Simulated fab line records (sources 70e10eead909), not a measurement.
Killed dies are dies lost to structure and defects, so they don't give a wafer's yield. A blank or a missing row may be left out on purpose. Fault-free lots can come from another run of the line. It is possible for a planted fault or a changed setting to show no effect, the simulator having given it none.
A struck lot beside a sound one | flow nand_harc | 15 out of 1159 route steps
Sound: the wafers L605.3, L605.5, L605.6. The struck wafers were L598.1, L598.4, L598.5. The cause is named last.
Order at every step that has rows: each side's tool, ch and its chambers, its first start. Under that, the readings that differ: sound wafers | struck wafers | difference of the means | sigmas: that difference in standard deviations of wafers without a fault.
alike: words and numbers the same on both sides, and readings whose means are apart by under 2 such deviations; not compared: readings that were withheld, readings missing a value for some wafer, numbers with overlapping values and no deviation given by the record, and bounds like >300 which may hide the same value.
The two part at a step that has a row with sigmas, a row that says differs or no value, or rows on one side only. When numbers do not overlap yet have no deviation, they are printed without sigmas and do not part them. A reading that every wafer of one side lacks parts them only if that side has two wafers or more.

first, 2 steps without rows for these wafers: NHARC_THIN_TSV_PEB_10 (peb time 85 s); NHARC_THIN_TSV_DEVELOP_11 (time 70 s).
NHARC_THIN_TSV_CD_MEAS_12: the cd target is 1000 nm.
  sound on cd_sem-01 ch 0, day 23 12:13; struck on cd_sem-02 ch 0, day 21 10:40
  alike: cd_nm
then, 1 step without rows for these wafers: NHARC_THIN_TSV_HARDBAKE_13 (time 80 s).
NHARC_THIN_TSV_DESCUM_14: chemistry O2, time 3 s.
  sound on rie_diel-01 ch 0,3, day 23 12:22; struck on rie_diel-07 ch 1,2, day 21 10:50
  alike: drypump_motor_current_A, mfc_ar_sccm, oes_product_au, rf_vpp_V, showerhead_plenum_p_Torr, throttle_valve_pct
  not compared: rf_hours_counter_h
then, 2 steps without rows for these wafers: NHARC_THIN_TSV_ETCH_44 (etches the open film in CF4/O2, target depth 1594.2 nm, time 797.1 s); NHARC_THIN_TSV_ETCH_15 (target depth 3000 nm, bosch target overetch cycles 2, bosch etch step 2.8 s).
NHARC_THIN_TSV_CD_MEAS_16:
  sound on cd_sem-02, day 23 13:10; struck on cd_sem-01, day 21 11:46
  alike: cd_nm
NHARC_THIN_TSV_STRIP_45: strips in O2.
  sound on plasma_asher-01 ch 0,1, day 23 13:35; struck on plasma_asher-02 ch 0,1, day 21 11:53
  alike: drypump_motor_current_A, heater_power_w
  not compared: rf_hours_counter_h
then, 1 step without rows for these wafers: NHARC_THIN_TSV_STRIP_46 (strips in post etch residue remover, time 1200 s).
NHARC_THIN_TSV_DEP_47: deposits SiO2, target thk 200 nm.
  sound on pecvd-02 ch 1,2, day 23 14:14; struck on pecvd-03 ch 0,1, day 21 12:42
  alike: throttle_valve_pct
NHARC_THIN_TSV_ETCHBACK_48: etches the open film in C4F8/Ar, target depth 1028.5 nm, time 405.17 s.
  sound on rie_diel-08 ch 0,1,3, day 23 14:43; struck on rie_diel-07 ch 0,2, day 21 13:11
  alike: oes_product_au, rf_vpp_V
  not compared: rf_hours_counter_h
NHARC_THIN_TSV_STRIP_62: strips in N2/H2, time 20 s.
  sound on plasma_asher-01 ch 0,1, day 23 15:50; struck on plasma_asher-02 ch 1, day 21 13:33
  no value came back on the struck wafers for drypump_motor_current_A (A), heater_power_w (W); on the sound wafers drypump_motor_current_A (A) reads 5.9 5.9 6.5
  not compared: rf_hours_counter_h
NHARC_THIN_TSV_DEGAS_49: time 120 s.
  sound on pvd_sputter-02, day 23 15:58; struck on pvd_sputter-03, day 21 13:42
  alike: heater_power_w
NHARC_END_SORT_01:
  the record has rows for the struck wafers here (prober-02 ch 0, day 22 03:53) and none for the sound ones

WHERE THEY PART
First at NHARC_THIN_TSV_STRIP_62; last, within this record, at NHARC_END_SORT_01.

WHY: what had been put in by the simulator
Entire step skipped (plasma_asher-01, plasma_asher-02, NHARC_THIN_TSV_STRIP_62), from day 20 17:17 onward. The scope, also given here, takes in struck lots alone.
